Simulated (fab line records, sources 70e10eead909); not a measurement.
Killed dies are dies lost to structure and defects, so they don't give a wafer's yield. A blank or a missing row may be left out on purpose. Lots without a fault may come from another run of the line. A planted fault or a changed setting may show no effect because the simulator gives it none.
fab line records | flow nand_harc
record lots=24 wafers=72 last_day=25
route steps=1159 shown P_M1@310 P_BONDPAD@372 A_CHANNEL_HOLE_D1@474 A_CHANNEL_FILL_D1@517
lots that met no fault: from a run of the same line without faults
start_h: hours from the record's first day to the start of the lot's first wafer shown | wait_h: hours since the lot's step before | " the same as in the row above | L1.1+2: a row that stands for several wafers | - no value, or no start given | * or withheld: withheld | < > ~ a bound
route shown NAME@n: a module of which the file shows steps, and the number in the route of the first | usual: mean/standard deviation of fault-free wafers | same: alike in all rows | chamber/n: place in a boat | sites: the reading at each site | _std_site: their standard deviation | _edge_site: outer sites' mean less inner sites' | radius_mm: how far each site lies from the wafer's centre | mask NAME#n: copy n | behind: the tool/chamber that last shaped the wafer | hold: why the lot was held/for how many hours/how that ended | device: the transistor (n, p or np) that didn't switch | end of line: the same wafers' tests at the end of the route | a step without rows: its recipe alone | killed: dies lost to structure and defects at the first sort, not the wafer's yield | map: a wafer's dies, x killed, . not, _ none there
set.NAME: the setting as run; set.NAME@STEP: as run at that earlier step | model.NAME: the simulator's own value behind a step, which no gauge read
steps of the route over a sample of lots; a table a step, a row a wafer
services: from which hour (start_h, from the record's first day; less than 0 if before it) a tool's chamber was out of use, for how many hours, and why
## steps
# step NHARC_P_M1_ANNEAL_31
# recipe temp_c=225 time_s=90
# usual wafer_temp_C_max=226.1/0.44
# columns lot.wafer tool chamber start_h wait_h wafer_temp_C_max
L074.2 rtp_anneal-02 0 122.27 - 226.2
L074.3 " 0 " " 225.7
L074.5 " 0 " " 226.0
L075.2 rtp_anneal-02 0 136.07 0.3 225.8
L075.3 " 0 " " 225.7
L075.4 " 0 " " 225.6
L077.2 rtp_anneal-02 0 138.11 0.3 225.9
L077.3 " 0 " " 225.8
L077.6 " 0 " " 225.7
L076.1 rtp_anneal-01 0 138.22 - 226.0
L076.3 " 0 " " 226.3
L076.6 " 0 " " 226.2
L078.1 rtp_anneal-02 0 147.99 0.3 225.6
L078.3 " 0 " " 226.2
L078.5 " 0 " " 225.6
L079.1 rtp_anneal-02 0 160.51 0.3 226.1
L079.5 " 0 " " 225.8
L079.6 " 0 " " 226.0
L080.4 rtp_anneal-01 0 165.71 - 226.4
L080.5 " 0 " " 226.4
L080.6 " 0 " " 226.0
L081.3 rtp_anneal-01 0 166.08 0.4 226.6
L081.4 " 0 " " 226.0
L081.6 " 0 " " 226.5
L082.1 rtp_anneal-01 0 170.38 0.3 227.4
L082.4 " 0 " " 226.5
L082.5 " 0 " " 226.6
L084.3 rtp_anneal-01 0 175.70 - 226.3
L084.4 " 0 " " 226.7
L084.6 " 0 " " 226.7
L083.1 rtp_anneal-02 0 179.44 0.3 225.7
L083.2 " 0 " " 225.7
L083.6 " 0 " " 225.8
L086.2 rtp_anneal-01 0 200.75 - 226.8
L086.3 " 0 " " 225.8
L086.5 " 0 " " 226.8
L087.4 rtp_anneal-01 0 202.00 - 226.3
L087.5 " 0 " " 226.7
L087.6 " 0 " " 226.4
L085.2 rtp_anneal-01 0 202.21 - 226.5
L085.3 " 0 " " 227.1
L085.6 " 0 " " 225.7
L088.2 rtp_anneal-01 0 211.68 0.4 226.7
L088.4 " 0 " " 227.0
L088.5 " 0 " " 226.8
L089.1 rtp_anneal-01 0 217.45 - 226.5
L089.3 " 0 " " 226.0
L089.4 " 0 " " 226.3
L091.4 rtp_anneal-02 0 223.39 0.4 225.6
L091.5 " 0 " " 225.6
L091.6 " 0 " " 225.6
L090.3 rtp_anneal-01 0 224.95 0.3 226.6
L090.5 " 0 " " 226.9
L090.6 " 0 " " 226.8
L092.3 rtp_anneal-02 0 229.75 0.3 225.8
L092.4 " 0 " " 225.7
L092.6 " 0 " " 225.4
L094.4 rtp_anneal-01 0 235.19 - 226.4
L094.5 " 0 " " 226.4
L094.6 " 0 " " 226.2
L093.1 rtp_anneal-02 0 236.74 0.3 226.0
L093.3 " 0 " " 225.9
L093.4 " 0 " " 225.8
L095.1 rtp_anneal-02 0 247.60 0.7 226.0
L095.5 " 0 " " 225.7
L095.6 " 0 " " 225.8
L097.1 rtp_anneal-01 0 261.28 0.3 226.3
L097.3 " 0 " " 225.6
L097.6 " 0 " " 226.4
L096.1 rtp_anneal-02 0 261.90 - 225.8
L096.2 " 0 " " 225.6
L096.4 " 0 " " 225.5
# step NHARC_P_M1_CMP_23
# recipe t_overpolish_s=20 target_thk_nm=157.82
# usual motor_current_A=11.8/1.3 retaining_ring_pressure_frac=1.000/0.0051 time_to_endpoint_s=29.0/2.8
# columns lot.wafer tool chamber start_h wait_h motor_current_A retaining_ring_pressure_frac time_to_endpoint_s
L074.2 cmp-01 2 122.59 - 12.4 0.993 32.0
L074.3 " 0 " " 11.1 0.994 27.4
L074.5 " 1 " " 15.5 0.998 27.8
L075.2 cmp-01 2 136.39 - 13.0 0.995 29.5
L075.3 " 3 " " 11.4 0.999 23.1
L075.4 " 0 " " 12.0 1.000 25.4
L077.3 cmp-03 0 138.41 - 12.4 1.001 31.0
L077.2 " 2 " " 10.2 1.002 33.0
L077.6 " 1 " " 10.5 0.997 32.2
L076.1 cmp-01 0 138.59 - 11.4 1.001 26.2
L076.3 " 1 " " 15.3 0.998 24.8
L076.6 " 0 " " 11.8 0.997 25.2
L078.3 cmp-03 1 148.34 - 10.4 0.998 31.9
L078.1 " 0 " " 11.3 0.999 29.5
L078.5 " 2 " " 10.5 0.989 33.1
L079.1 cmp-03 0 160.89 - 12.4 1.004 25.9
L079.6 " 3 " " 11.1 1.007 25.9
L079.5 " 0 " " 11.6 1.002 29.7
L080.4 cmp-03 2 165.92 - 11.2 1.001 32.5
L080.6 " 1 " " 10.8 0.998 34.5
L080.5 " 2 " " 10.9 0.994 33.7
L081.3 cmp-03 3 166.32 - 11.1 0.999 29.2
L081.4 " 2 " " 10.7 1.009 28.8
L081.6 " 0 " " 12.6 1.011 30.7
L082.4 cmp-01 0 170.73 - 11.5 1.002 28.3
L082.1 " 2 " " 12.4 1.002 28.2
L082.5 " 1 " " 15.6 1.004 28.5
L084.4 cmp-02 3 175.97 - 12.1 1.004 28.5
L084.3 " 0 " " 12.5 0.996 30.4
L084.6 " 2 " " 11.6 1.000 29.6
L083.1 cmp-03 3 179.78 - 10.9 1.002 30.8
L083.2 " 0 " " 11.9 1.008 28.2
L083.6 " 0 " " 11.6 1.003 30.4
L086.2 cmp-01 3 201.07 - 11.8 1.010 27.3
L086.3 " 1 " " 14.7 1.000 26.8
L086.5 " 3 " " 12.0 1.007 25.1
L087.4 cmp-02 2 202.25 - 10.6 0.999 32.1
L087.5 " 0 " " 13.2 1.001 32.3
L087.6 " 1 " " 13.1 1.006 30.1
L085.3 cmp-03 1 202.50 - 10.1 0.997 29.2
L085.2 " 3 " " 10.6 1.000 26.4
L085.6 " 2 " " 10.7 1.005 26.2
L088.4 cmp-03 3 211.97 - 11.3 0.992 29.5
L088.2 " 0 " " 11.4 1.003 30.1
L088.5 " 0 " " 11.3 1.006 28.0
L089.3 cmp-01 2 217.82 - 12.1 1.013 30.9
L089.4 " 0 " " 11.2 0.997 25.9
L089.1 " 1 " " 14.9 0.991 26.9
L091.4 cmp-01 0 223.61 - 10.9 1.007 27.3
L091.5 " 3 " " 12.2 0.998 22.4
L091.6 " 0 " " 11.2 1.000 26.3
L090.3 cmp-03 0 225.30 - 12.1 1.006 31.2
L090.6 " 1 " " 10.9 1.009 28.7
L090.5 " 2 " " 10.6 1.000 29.4
L092.4 cmp-03 0 229.99 - 12.0 0.997 29.0
L092.3 " 2 " " 10.4 1.001 27.3
L092.6 " 1 " " 10.8 1.003 28.0
L094.4 cmp-02 0 235.46 - 12.9 0.993 34.9
L094.6 " 1 " " 14.0 1.001 32.8
L094.5 " 2 " " 10.5 0.998 36.6
L093.4 cmp-03 3 237.08 - 11.3 0.995 26.9
L093.1 " 0 " " 11.7 0.993 27.7
L093.3 " 1 " " 11.1 0.992 27.1
L095.1 cmp-02 0 248.25 - 12.5 0.996 28.1
L095.5 " 0 " " 12.5 1.000 29.5
L095.6 " 1 " " 13.4 0.996 25.5
L097.3 cmp-01 0 261.68 - 10.9 1.002 25.5
L097.1 " 1 " " 15.1 1.002 28.6
L097.6 " 2 " " 12.6 1.003 31.1
L096.4 cmp-03 1 262.25 - 10.7 1.010 33.2
L096.1 " 2 " " 10.2 0.992 30.1
L096.2 " 0 " " 12.3 0.997 30.6
# step NHARC_P_BONDPAD_ETCH_24
# recipe target_depth_a=300 over_etch_frac=0.3 time_s=72.99 ion_energy_ev=150 cf4_flow_sccm=50 n2_flow_sccm=100 ar_flow_sccm=150 rf_w=300 bias_w=100 chemistry=CF4/N2
# usual bias_w=100.0/0.31 drypump_motor_current_A=5.6/0.42 oes_product_au=0.987/0.015 rf_vpp_V=313.6/1.9 showerhead_plenum_p_Torr=2.59/0.11 throttle_valve_pct=19.795/0.0083
# columns lot.wafer tool chamber start_h wait_h bias_w drypump_motor_current_A oes_product_au rf_hours_counter_h rf_vpp_V showerhead_plenum_p_Torr throttle_valve_pct
L074.3 rie_diel-01 0 - - 99.6 5.4 0.985 59 311.4 2.46 19.790
L074.2 " 1 " " 100.0 5.9 0.994 56 315.2 2.59 19.795
L074.5 " 3 " " 99.5 6.1 0.990 - 312.7 2.54 19.800
L075.3 rie_diel-04 3 - - 99.6 5.6 0.982 3 314.2 2.59 19.786
L075.2 " 0 " " 100.3 5.5 0.988 2 316.5 2.72 19.789
L075.4 " 2 " " 100.1 4.8 0.981 3 313.1 2.52 19.791
L076.3 rie_diel-04 1 - - 100.3 6.1 0.966 2 316.3 2.69 19.806
L076.1 " 0 " " 100.2 5.5 0.976 2 315.6 2.72 19.803
L076.6 " 1 " " 100.0 6.1 0.970 - 315.4 2.69 19.794
L077.2 rie_diel-04 1 - - 100.2 6.0 0.971 3 314.9 2.69 19.797
L077.3 " 2 " " 100.0 4.9 0.982 3 315.0 2.52 19.791
L077.6 " 0 " " 99.8 5.5 0.978 - 317.1 2.72 19.803
L078.1 rie_diel-12 3 - - 100.4 6.0 1.019 44 312.6 2.49 19.788
L078.3 " 0 " " 99.4 5.2 1.019 47 310.8 2.43 19.812
L078.5 " 3 " " 99.7 6.0 1.009 - 311.8 2.49 19.799
L079.1 rie_diel-04 0 - - 100.5 5.4 0.974 4 315.3 2.72 19.798
L079.6 " 3 " " 99.6 5.6 0.992 - 312.2 2.59 19.793
L079.5 " 0 " " 100.1 5.5 0.983 - 315.5 2.72 19.787
L080.4 rie_diel-01 3 - - 99.9 6.0 0.993 11 312.9 2.54 19.793
L080.6 " 3 " " 99.7 6.0 0.987 - 313.0 2.54 19.782
L080.5 " 0 " " 100.3 5.4 0.995 - 310.6 2.45 19.796
L081.3 rie_diel-01 2 - - 100.1 5.7 0.986 10 310.4 2.44 19.802
L081.4 " 3 " " 100.3 6.1 0.995 11 312.8 2.54 19.775
L081.6 " 1 " " 99.5 5.9 0.984 - 314.1 2.58 19.791
L082.1 rie_diel-04 2 - - 99.7 4.8 0.988 6 311.3 2.52 19.797
L082.4 " 3 " " 99.8 5.6 1.000 6 312.8 2.59 19.792
L082.5 " 0 " " 100.2 5.4 0.979 - 316.0 2.72 19.814
L084.3 rie_diel-04 2 - - 100.4 4.8 0.989 6 313.0 2.52 19.795
L084.4 " 3 " " 100.4 5.6 0.992 6 314.0 2.59 19.801
L084.6 " 2 " " 99.8 4.9 0.983 - 311.3 2.52 19.802
L083.1 rie_diel-04 3 - - 100.1 5.6 0.995 7 313.0 2.59 19.782
L083.2 " 2 " " 99.7 4.8 0.990 7 313.5 2.52 19.794
L083.6 " 0 " " 99.6 5.5 0.974 - 314.6 2.72 19.798
L086.3 rie_diel-04 3 - - 99.9 5.6 0.992 7 315.0 2.59 19.799
L086.2 " 1 " " 99.3 6.0 0.970 8 314.5 2.69 19.783
L086.5 " 3 " " 100.2 5.6 0.994 - 314.1 2.59 19.797
L087.4 rie_diel-04 1 - - 100.2 6.0 0.979 8 315.6 2.69 19.796
L087.6 " 3 " " 99.8 5.6 0.997 - 314.8 2.59 19.790
L087.5 " 0 " " 99.9 5.4 0.983 - 316.7 2.72 19.776
L085.3 rie_diel-01 1 - - 99.9 5.9 0.968 22 313.0 2.58 19.790
L085.2 " 0 " " 99.7 5.4 1.003 25 312.8 2.45 19.806
L085.6 " 2 " " 100.1 5.7 0.966 - 311.7 2.43 19.796
L088.4 rie_diel-01 1 - - 100.2 5.9 0.971 26 313.9 2.58 19.786
L088.2 " 0 " " 100.1 5.4 1.005 29 311.4 2.44 19.807
L088.5 " 1 " " 100.3 5.9 0.964 - 313.9 2.58 19.784
L089.1 rie_diel-04 0 - - 99.8 5.4 0.966 9 315.5 2.72 19.792
L089.3 " 2 " " 99.8 4.8 0.970 11 312.6 2.52 19.789
L089.4 " 3 " " 100.1 5.6 0.973 9 314.3 2.59 19.810
L091.5 rie_diel-04 0 230.91 0.1 99.8 5.5 0.978 - 314.8 2.72 19.800
L091.6 " 1 " " 100.1 6.0 0.963 - 316.9 2.69 19.794
L091.4 " 2 " " 100.2 4.8 0.973 - 311.7 2.52 19.786
L090.3 rie_diel-12 0 - - 100.1 5.1 0.990 13 317.4 2.83 19.784
L090.5 " 1 " " 100.0 6.0 1.019 - 313.9 2.55 19.790
L090.6 " 2 " " 99.9 6.2 1.004 - 311.9 2.47 19.800
L092.3 rie_diel-01 2 237.30 0.2 100.1 5.7 0.974 33 312.2 2.43 19.797
L092.4 " 3 " " 99.8 6.1 0.991 - 310.7 2.53 19.785
L092.6 " 1 " " 99.7 5.9 0.981 - 314.1 2.57 19.798
L094.4 rie_diel-12 2 - - 100.0 6.2 1.027 12 312.4 2.47 19.792
L094.6 " 0 " " 100.5 5.1 0.991 - 317.3 2.83 19.797
L094.5 " 1 " " 100.2 6.0 1.015 - 313.6 2.55 19.789
L093.3 rie_diel-12 2 - - 100.1 6.2 1.002 13 310.0 2.47 19.803
L093.1 " 3 " " 99.5 6.0 1.009 14 310.9 2.47 19.807
L093.4 " 0 " " 100.2 5.2 0.982 15 316.8 2.83 19.787
L095.1 rie_diel-12 2 - - 100.3 6.2 1.010 16 312.9 2.47 19.804
L095.6 " 3 " " 99.5 6.0 1.018 - 311.8 2.47 19.783
L095.5 " 0 " " 100.0 5.1 0.999 - 315.7 2.83 19.786
L097.3 rie_diel-04 2 - - 99.9 4.8 0.971 15 312.6 2.52 19.798
L097.1 " 1 " " 99.8 6.0 0.965 14 316.4 2.69 19.801
L097.6 " 2 " " 99.8 4.8 0.974 - 312.8 2.52 19.795
L096.1 rie_diel-04 1 - - 99.8 6.0 0.972 14 314.9 2.69 19.803
L096.4 " 2 " " 100.4 4.8 0.987 15 311.8 2.52 19.789
L096.2 " 0 " " 100.0 5.5 0.983 13 317.8 2.72 19.802
# step NHARC_A_CHANNEL_HOLE_D1_ETCH_22
# recipe bias_v=3000 source_w=withheld pressure_mtorr=20 time_s=666.7 ar_flow_sccm=375 c4f8_flow_sccm=89.3 o2_flow_sccm=35.7 temp_c=-20 target_depth_a=16000 chemistry=C4F8/O2/Ar
# usual drypump_motor_current_A=5.8/0.58 o2_flow_sccm=35.72/0.11 showerhead_plenum_p_Torr=3.81/0.036 throttle_valve_pct=32.154/0.0091
# columns lot.wafer tool chamber start_h wait_h drypump_motor_current_A o2_flow_sccm rf_hours_counter_h showerhead_plenum_p_Torr throttle_valve_pct
L074.2 har_etch-01 1 180.70 0.4 5.7 35.60 189 3.83 32.145
L074.3 " 0 " " 4.9 35.65 - 3.83 32.155
L074.5 " 0 " " 4.9 35.71 - 3.83 32.172
L075.2 har_etch-01 0 193.28 0.4 4.9 35.80 193 3.82 32.166
L075.4 " 1 " " 5.7 35.73 - 3.82 32.153
L075.3 " 0 " " 4.9 35.77 - 3.82 32.151
L077.2 har_etch-02 0 193.67 0.4 6.5 35.62 103 3.87 32.151
L077.3 " 0 " " 6.4 35.49 - 3.87 32.146
L077.6 " 1 " " 6.1 35.78 - 3.78 32.140
L076.1 har_etch-01 1 197.45 0.4 5.8 35.68 197 3.82 32.150
L076.3 " 0 " " 4.9 35.76 - 3.82 32.151
L076.6 " 1 " " 5.8 35.80 - 3.82 32.149
L078.1 har_etch-01 0 202.42 0.4 4.9 35.71 200 3.82 32.146
L078.3 " 1 " " 5.8 35.73 - 3.82 32.160
L078.5 " 0 " " 4.9 35.71 - 3.82 32.126
L079.1 har_etch-01 1 214.17 0.4 5.7 35.57 206 3.82 32.148
L079.5 " 1 " " 5.8 35.73 - 3.82 32.152
L079.6 " 0 " " 4.9 35.59 - 3.82 32.137
L080.4 har_etch-02 0 222.99 0.4 6.4 35.56 - 3.87 32.139
L080.6 " 1 " " 6.1 35.61 - 3.77 32.160
L080.5 " 0 " " 6.5 35.61 - 3.87 32.163
L082.1 har_etch-01 0 223.42 0.4 4.9 35.70 210 3.81 32.153
L082.4 " 0 " " 4.9 35.72 - 3.81 32.146
L082.5 " 0 " " 4.9 35.63 - 3.81 32.165
L081.4 har_etch-02 0 227.05 0.4 6.4 35.80 - 3.87 32.151
L081.3 " 1 " " 6.1 35.80 - 3.77 32.151
L081.6 " 1 " " 6.2 35.77 - 3.77 32.165
L084.4 har_etch-01 0 229.36 0.4 4.9 35.67 - 3.81 32.151
L084.3 " 1 " " 5.8 35.85 - 3.81 32.163
L084.6 " 0 " " 4.9 35.57 - 3.81 32.139
L083.2 har_etch-02 0 233.87 0.4 6.5 35.82 121 3.86 32.141
L083.1 " 1 " " 6.1 35.85 121 3.77 32.168
L083.6 " 1 " " 6.2 35.84 - 3.77 32.165
L086.2 har_etch-02 1 252.09 0.4 6.1 35.70 128 3.76 32.156
L086.3 " 1 " " 6.1 35.69 - 3.76 32.136
L086.5 " 0 " " 6.4 35.80 - 3.86 32.152
L087.4 har_etch-01 1 252.82 0.4 5.7 35.65 - 3.81 32.156
L087.5 " 0 " " 4.9 35.62 - 3.81 32.155
L087.6 " 1 " " 5.7 35.76 - 3.81 32.163
L085.2 har_etch-02 0 256.35 0.4 6.4 35.87 132 3.86 32.159
L085.3 " 1 " " 6.1 35.79 - 3.76 32.144
L085.6 " 0 " " 6.4 35.77 - 3.86 32.166
L088.2 har_etch-01 1 263.74 0.4 5.8 35.71 229 3.80 32.157
L088.4 " 0 " " 4.9 35.87 - 3.80 32.156
L088.5 " 0 " " 4.9 35.59 - 3.80 32.164
L089.1 har_etch-01 0 272.29 0.4 4.9 35.61 233 3.80 32.156
L089.3 " 0 " " 4.9 35.56 - 3.80 32.156
L089.4 " 1 " " 5.7 35.48 - 3.80 32.158
L091.4 har_etch-02 1 278.14 0.4 6.1 35.68 - 3.76 32.157
L091.5 " 1 " " 6.1 35.65 - 3.76 32.150
L091.6 " 0 " " 6.4 35.78 - 3.85 32.138
L090.3 har_etch-01 1 278.48 0.4 5.8 35.67 - 3.80 32.146
L090.5 " 1 " " 5.7 35.57 - 3.80 32.160
L090.6 " 0 " " 4.9 35.59 - 3.80 32.155
L092.4 har_etch-02 0 282.29 0.4 6.4 35.67 - 3.85 32.151
L092.3 " 1 " " 6.2 35.88 - 3.75 32.150
L092.6 " 0 " " 6.4 35.77 - 3.85 32.148
L093.1 har_etch-02 1 286.36 0.4 6.1 35.74 148 3.75 32.157
L093.4 " 0 " " 6.5 35.74 - 3.85 32.147
L093.3 " 1 " " 6.1 35.73 - 3.75 32.148
L094.4 har_etch-01 0 287.19 0.4 4.9 35.75 - 3.79 32.161
L094.6 " 0 " " 4.9 35.65 - 3.79 32.154
L094.5 " 1 " " 5.8 35.73 - 3.79 32.155
L095.1 har_etch-02 0 300.45 0.4 6.4 35.79 154 3.85 32.155
L095.5 " 1 " " 6.1 35.56 - 3.75 32.148
L095.6 " 0 " " 6.4 35.87 - 3.85 32.158
L097.1 har_etch-02 1 317.38 0.4 6.1 35.87 161 3.74 32.160
L097.3 " 0 " " 6.4 35.69 - 3.84 32.170
L097.6 " 1 " " 6.1 35.74 - 3.75 32.164
L096.1 har_etch-02 1 321.45 0.4 6.1 35.81 164 3.74 32.152
L096.2 " 0 " " 6.4 35.75 164 3.84 32.157
L096.4 " 1 " " 6.1 35.75 - 3.74 32.154
# step NHARC_A_CHANNEL_HOLE_D1_CD_MEAS_30
# usual cd_nm=90.3/2
# columns lot.wafer tool chamber start_h wait_h cd_nm
L074.2 cd_sem-03 - 185.39 - 92.8
L074.3 " - " " 93.2
L074.5 " - " " 89.4
L075.2 cd_sem-02 - 197.85 - 93.8
L075.3 " - " " 94.8
L075.4 " - " " 90.4
L077.2 cd_sem-03 - 198.24 - 92.0
L077.3 " - " " 89.9
L077.6 " - " " 89.8
L076.1 cd_sem-01 - 202.01 - 86.9
L076.3 " - " " 92.1
L076.6 " - " " 89.2
L078.1 cd_sem-02 - 206.96 - 89.7
L078.3 " - " " 93.8
L078.5 " - " " 89.2
L079.1 cd_sem-02 - 218.89 - 91.6
L079.5 " - " " 88.6
L079.6 " - " " 91.0
L080.4 cd_sem-02 - 227.36 - 89.4
L080.5 " - " " 90.3
L080.6 " - " " 88.0
L082.1 cd_sem-01 - 227.97 - 87.2
L082.4 " - " " 93.2
L082.5 " - " " 91.8
L081.3 cd_sem-01 - 231.58 - 89.7
L081.4 " - " " 89.8
L081.6 " - " " 89.0
L084.3 cd_sem-02 - 234.26 - 92.8
L084.4 " - " " 87.9
L084.6 " - " " 90.9
L083.1 cd_sem-02 - 238.68 - 94.4
L083.2 " - " " 92.0
L083.6 " - " " 92.4
L086.2 cd_sem-02 - 256.80 - 86.7
L086.3 " - " " 89.5
L086.5 " - " " 87.1
L087.4 cd_sem-03 - 257.19 - 90.2
L087.5 " - " " 87.2
L087.6 " - " " 90.9
L085.2 cd_sem-02 - 260.94 - 89.7
L085.3 " - " " 89.5
L085.6 " - " " 92.1
L088.2 cd_sem-01 - 268.28 - 92.0
L088.4 " - " " 90.7
L088.5 " - " " 91.7
L089.1 cd_sem-02 - 276.99 - 89.8
L089.3 " - " " 89.5
L089.4 " - " " 89.5
L091.4 cd_sem-02 - 283.07 - 87.6
L091.5 " - " " 86.2
L091.6 " - " " 88.5
L090.3 cd_sem-02 - 283.33 - 88.0
L090.5 " - " " 87.9
L090.6 " - " " 91.6
L092.3 cd_sem-01 - 286.77 - 90.1
L092.4 " - " " 87.4
L092.6 " - " " 90.3
L093.1 cd_sem-01 - 290.95 - 91.5
L093.3 " - " " 90.9
L093.4 " - " " 87.9
L094.4 cd_sem-02 - 291.80 - 87.4
L094.5 " - " " 90.8
L094.6 " - " " 87.7
L095.1 cd_sem-02 - 305.02 - 93.0
L095.5 " - " " 91.8
L095.6 " - " " 92.2
L097.1 cd_sem-02 - 321.94 - 90.0
L097.3 " - " " 88.4
L097.6 " - " " 89.3
L096.1 cd_sem-03 - 326.43 - 87.7
L096.2 " - " " 90.1
L096.4 " - " " 87.5
# step NHARC_A_CHANNEL_FILL_D1_RTA_24
# recipe temp_c=1000 time_s=5
# usual lamp_power_pct=36.3/1.5 wafer_temp_C_max=1005.0/1.7
# columns lot.wafer tool chamber start_h wait_h lamp_power_pct wafer_temp_C_max
L074.2 rtp_anneal-02 0 237.13 0.1 37.9 1003.1
L074.3 " 0 " " 37.9 1003.4
L074.5 " 0 " " 37.9 1004.1
L077.2 rtp_anneal-01 0 246.37 0.1 34.9 1006.8
L077.3 " 0 " " 35.0 1005.5
L077.6 " 0 " " 34.9 1005.3
L075.2 rtp_anneal-02 0 246.40 0.1 37.9 1004.0
L075.3 " 0 " " 38.0 1002.6
L075.4 " 0 " " 38.0 1003.1
L078.1 rtp_anneal-02 0 253.24 0.1 38.0 1003.8
L078.3 " 0 " " 37.9 1003.9
L078.5 " 0 " " 38.0 1003.7
L076.1 rtp_anneal-02 0 253.41 0.2 37.9 1003.2
L076.3 " 0 " " 37.9 1004.0
L076.6 " 0 " " 38.0 1005.4
L079.1 rtp_anneal-01 0 267.59 0.0 34.9 1005.5
L079.5 " 0 " " 34.9 1007.2
L079.6 " 0 " " 35.0 1006.1
L080.4 rtp_anneal-02 0 279.46 0.1 38.0 1002.8
L080.5 " 0 " " 37.9 1002.6
L080.6 " 0 " " 38.0 1003.1
L082.1 rtp_anneal-01 0 279.47 0.0 35.0 1008.0
L082.4 " 0 " " 35.1 1005.7
L082.5 " 0 " " 35.0 1005.0
L084.3 rtp_anneal-01 0 286.38 0.1 35.0 1004.7
L084.4 " 0 " " 35.0 1004.9
L084.6 " 0 " " 35.0 1007.8
L081.3 rtp_anneal-02 0 286.42 0.1 37.9 1004.0
L081.4 " 0 " " 37.9 1003.2
L081.6 " 0 " " 38.0 1003.7
L083.1 rtp_anneal-01 0 286.49 0.1 34.9 1008.2
L083.2 " 0 " " 35.0 1007.8
L083.6 " 0 " " 35.1 1005.9
L086.2 rtp_anneal-01 0 307.57 0.7 35.0 1005.2
L086.3 " 0 " " 35.0 1003.8
L086.5 " 0 " " 35.0 1004.2
L087.4 rtp_anneal-01 0 310.84 0.1 35.0 1007.7
L087.5 " 0 " " 35.0 1008.2
L087.6 " 0 " " 35.0 1006.3
L085.2 rtp_anneal-01 0 313.68 0.1 35.0 1006.1
L085.3 " 0 " " 35.0 1006.0
L085.6 " 0 " " 35.0 1005.7
L088.2 rtp_anneal-01 0 320.68 0.1 35.0 1007.1
L088.4 " 0 " " 35.0 1006.2
L088.5 " 0 " " 34.9 1005.7
L089.1 rtp_anneal-02 0 328.13 0.0 38.0 1003.5
L089.3 " 0 " " 38.0 1003.0
L089.4 " 0 " " 37.9 1005.2
L091.4 rtp_anneal-02 0 332.14 0.1 38.0 1003.0
L091.5 " 0 " " 38.0 1003.9
L091.6 " 0 " " 37.9 1002.7
L090.3 rtp_anneal-01 0 332.18 0.1 35.0 1006.4
L090.5 " 0 " " 35.0 1004.7
L090.6 " 0 " " 35.0 1007.3
L092.3 rtp_anneal-01 0 336.11 0.2 35.0 1004.5
L092.4 " 0 " " 35.0 1007.3
L092.6 " 0 " " 35.0 1006.0
L094.4 rtp_anneal-02 0 343.50 0.1 38.0 1003.1
L094.5 " 0 " " 37.9 1004.9
L094.6 " 0 " " 38.0 1003.2
L093.1 rtp_anneal-01 0 347.52 0.0 35.0 1003.9
L093.3 " 0 " " 35.0 1007.5
L093.4 " 0 " " 35.0 1006.7
L095.1 rtp_anneal-01 0 353.14 0.0 35.0 1009.5
L095.5 " 0 " " 35.0 1006.5
L095.6 " 0 " " 35.0 1005.3
L097.1 rtp_anneal-02 0 373.35 0.2 38.0 1003.0
L097.3 " 0 " " 38.0 1003.6
L097.6 " 0 " " 38.0 1003.5
L096.1 rtp_anneal-02 0 376.30 0.0 38.0 1002.8
L096.2 " 0 " " 38.0 1003.1
L096.4 " 0 " " 37.9 1003.3
## services
# columns tool chamber start_h hours kind
cmp-03 - 100.66 1.8 repair
cmp-01 - 110.92 0.3 repair
rie_diel-04 - 111.97 9.0 pm
cmp-03 - 118.10 1.6 repair
cmp-03 - 156.06 4.0 pm
rie_diel-04 - 156.25 0.4 repair
cmp-01 - 179.50 4.0 pm
rie_diel-04 3 188.68 17.5 repair
rie_diel-04 3 229.36 14.6 repair
cmp-03 - 254.06 4.0 pm
cmp-01 - 277.50 4.0 pm
rie_diel-04 3 279.05 5.2 repair
cmp-03 - 284.93 1.3 repair
rie_diel-04 2 287.36 3.3 repair
rie_diel-04 - 288.99 9.0 pm
rtp_anneal-02 - 300.00 12.0 pm
cmp-03 - 300.70 0.5 repair
har_etch-01 - 305.00 17.0 pm
cmp-01 - 316.73 0.6 repair
cmp-01 - 317.53 0.3 repair
rie_diel-04 2 318.05 1.9 repair
cmp-03 - 348.76 0.5 repair
rie_diel-04 3 349.22 6.0 repair
cmp-03 - 351.99 30.9 repair
## key
fault none
